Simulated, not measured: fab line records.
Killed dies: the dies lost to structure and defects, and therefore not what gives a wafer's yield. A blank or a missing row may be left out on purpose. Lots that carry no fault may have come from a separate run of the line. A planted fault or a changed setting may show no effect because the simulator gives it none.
Lot-split experiment -- flow n5-finfet -- 39 wafers read across 7 lots, on a route 1938 steps long

== ON THE SPLIT ==
At N5_HKMG_FIN_ETCH_35 (etches SOC in N2/H2, target depth 215.8 nm, time 243.4 s), the setting time-s was moved away from the recipe's 243.4 s on 15 of the 39 wafers read, by -16.8% to +15.2%. The other wafers ran this setting at the recipe's value.

Reading taken at the split's own step.

== THE READING ==
SOC_of_HKMG_FIN_COAT_29.thk-nm (the simulator's own value, which no gauge read), in nm, at N5_HKMG_FIN_ETCH_35 (etches SOC in N2/H2, target depth 215.8 nm, time 243.4 s). There is no usual value for it anywhere in the file. Average 82.8 nm, standard deviation 7.2 nm, over the 24 wafers here run with the recipe.

wafer,"tool, chamber at the split","time-s as run, s",against the recipe,"SOC_of_HKMG_FIN_COAT_29.thk-nm, nm",against lot-mates on the recipe
L075.1,"rie-diel-04, 3",243.4,recipe,71.2,-
L075.2,"rie-diel-04, 0",280.4,+15.2%,51,-28.5
L075.3,"rie-diel-04, 1",243.4,recipe,83.6,-
L075.4,"rie-diel-04, 2",280.4,+15.2%,61,-18.5
L075.5,"rie-diel-04, 3",280.4,+15.2%,37.8,-41.7
L075.6,"rie-diel-04, 0",243.4,recipe,83.6,-
L077.1,"rie-diel-06, 1",243.4,recipe,80.6,-
L077.2,"rie-diel-06, 2",243.4,recipe,95.4,-
L077.3,"rie-diel-06, 0",243.4,recipe,83.4,-
L077.4,"rie-diel-06, 3",243.4,recipe,83.2,-
L077.5,"rie-diel-06, 3",243.4,recipe,82.6,-
L077.6,"rie-diel-06, 0",243.4,recipe,83,-
L078.1,"rie-diel-06, 2",243.4,recipe,92.8,-
L078.2,"rie-diel-06, 3",243.4,recipe,80.2,-
L078.6,"rie-diel-06, 0",243.4,recipe,80,-
L086.1,"rie-diel-06, 0",220.4,-9.4%,107.2,+23.5
L086.2,"rie-diel-06, 1",220.4,-9.4%,101.4,+17.7
L086.3,"rie-diel-06, 3",220.4,-9.4%,103.4,+19.7
L086.4,"rie-diel-06, 1",243.4,recipe,81.4,-
L086.5,"rie-diel-06, 0",243.4,recipe,85.4,-
L086.6,"rie-diel-06, 3",243.4,recipe,84.4,-
L088.1,"rie-diel-02, 1",204.4,-16.0%,117,+38.3
L088.2,"rie-diel-02, 0",243.4,recipe,87,-
L088.3,"rie-diel-02, 3",243.4,recipe,66.4,-
L088.4,"rie-diel-02, 2",204.4,-16.0%,121.8,+43.1
L088.5,"rie-diel-02, 2",204.4,-16.0%,123.8,+45.1
L088.6,"rie-diel-02, 1",243.4,recipe,82.6,-
L091.1,"rie-diel-02, 3",243.4,recipe,68.8,-
L091.2,"rie-diel-02, 0",202.6,-16.8%,124,+41.0
L091.3,"rie-diel-02, 2",202.6,-16.8%,126.8,+43.8
L091.4,"rie-diel-02, 1",243.4,recipe,87.2,-
L091.5,"rie-diel-02, 2",243.4,recipe,93,-
L091.6,"rie-diel-02, 3",202.6,-16.8%,107.6,+24.6
L095.1,"rie-diel-06, 2",243.4,recipe,94,-
L095.2,"rie-diel-06, 3",243.4,recipe,82.2,-
L095.3,"rie-diel-06, 1",271.7,+11.6%,58.6,-24.9
L095.4,"rie-diel-06, 0",243.4,recipe,74.2,-
L095.5,"rie-diel-06, 0",271.7,+11.6%,49.6,-33.9
L095.6,"rie-diel-06, 3",271.7,+11.6%,57.2,-26.3

FIT RESULTS
A straight line over all 39 wafers: SOC_of_HKMG_FIN_COAT_29.thk-nm changes by -2.26 nm for each +1% of time-s; r = -0.94; the points scatter about the line by 7 nm.
The same after taking each lot's own level away (the mean of its wafers on the recipe; 39 wafers): -2.27 nm for each +1%; r = -0.94; scatter 7.1 nm.
According to that fit, moving time-s by its largest amount changes the reading by 38 nm.
From 78.67 to 84.70 nm: that is the span of the lots' own levels, equal to 0.8 times the standard deviation above.
So the lot-to-lot level changes the slope little: the two slopes agree.
Check: with one of the wafers moved furthest among these (-16.8%) left out of the fit, the line predicts +38.1 nm for it against its lot-mates. Against them it came out at +41 nm.

== ADDITIONAL SPLITS CARRIED BY THESE WAFERS ==
Note: prior to the reading, these wafers also went through further splits. Each is held against what the fit with the lots' levels taken away leaves over:
other split on the same wafers,wafers away from the commonest value,r with SOC_of_HKMG_FIN_COAT_29.thk-nm (lot level and that fit taken away)
N5_PMOS_HMC_CHANNEL_EPI_EPI_20 temp-c,18,-0.19
N5_DUMMY_GATE_EXPOSE_12 dose-mj,15,-0.26
N5_SD_EPI_N_EPI_21 temp-c,15,+0.03

== THE WHOLE CHAIN: every reading that the file lists as answering this split, in the file's order ==
step,what it does,reading,change (the file's fit),r (the file's)
N5_HKMG_FIN_ETCH_35,"etches SOC in N2/H2, target depth 215.8 nm, time 243.4 s","etch.depth-nm (the simulator's own value, which no gauge read)",+2.29 nm for each +1% of the setting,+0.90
N5_HKMG_FIN_ETCH_35,"etches SOC in N2/H2, target depth 215.8 nm, time 243.4 s","HKMG_FIN.feature-depth-nm (the simulator's own value, which no gauge read)",+2.29 nm for each +1% of the setting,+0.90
N5_HKMG_FIN_ETCH_35,"etches SOC in N2/H2, target depth 215.8 nm, time 243.4 s","SOC_of_HKMG_FIN_COAT_29.thk-nm (the simulator's own value, which no gauge read)",-2.27 nm for each +1% of the setting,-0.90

== THE FILE'S OWN FIT ==
SOC_of_HKMG_FIN_COAT_29.thk-nm changes by -2.27 nm for each +1% of time-s, r = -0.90.
